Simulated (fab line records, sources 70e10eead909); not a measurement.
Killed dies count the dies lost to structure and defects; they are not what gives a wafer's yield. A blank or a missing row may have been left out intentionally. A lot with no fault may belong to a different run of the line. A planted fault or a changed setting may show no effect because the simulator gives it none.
Chamber matching ; flow nandHarc ; NHARC_A_STAIRCASE_DEP_151 on pecvd-04: 3 sister chambers
The step deposits SiO2, target thk 3800 nm. 3 wafers are shown with their chamber, then 7 later ones without.

== WAFERS WITH THEIR CHAMBER ==
wafer;chamber;heaterPowerW (W)
L078.1;0;463
L083.2;2;709
L083.3;1;694

== WAFERS MISSING THEIR CHAMBER ==
wafer;heaterPowerW (W)
L083.4;604
L096.1;497
L096.5;595
L096.6;428
L097.2;712
L097.4;425
L097.5;570

== WHICH CHAMBER EACH WENT THROUGH ==
wafer;from the rows above;in truth
L083.4;can't be placed: 1 or 2 or 0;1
L096.1;0;0
L096.5;can't be placed: 1 or 2 or 0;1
L096.6;0;0
L097.2;can't be placed: 2 or 1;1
L097.4;0;0
L097.5;can't be placed: 0 or 1 or 2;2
Correctly placed: 3 of 7. From these rows, 4 cannot be placed; in 4 the true chamber is one of the candidates. 0 placed wrongly.
How it was worked out, from the rows above alone: a wafer's distance from a chamber is the root of the sum, over the readings, of the square of ((its reading less the chamber's mean) divided by the reading's scatter). The wafer belongs to the nearest chamber; if the next one is less than 2 further off, it can't be placed. Each chamber's mean is taken over the wafers shown for it. The scatter: with one shown wafer a chamber, the root of the mean of the squares of how far each hidden wafer lies from its nearest shown one.
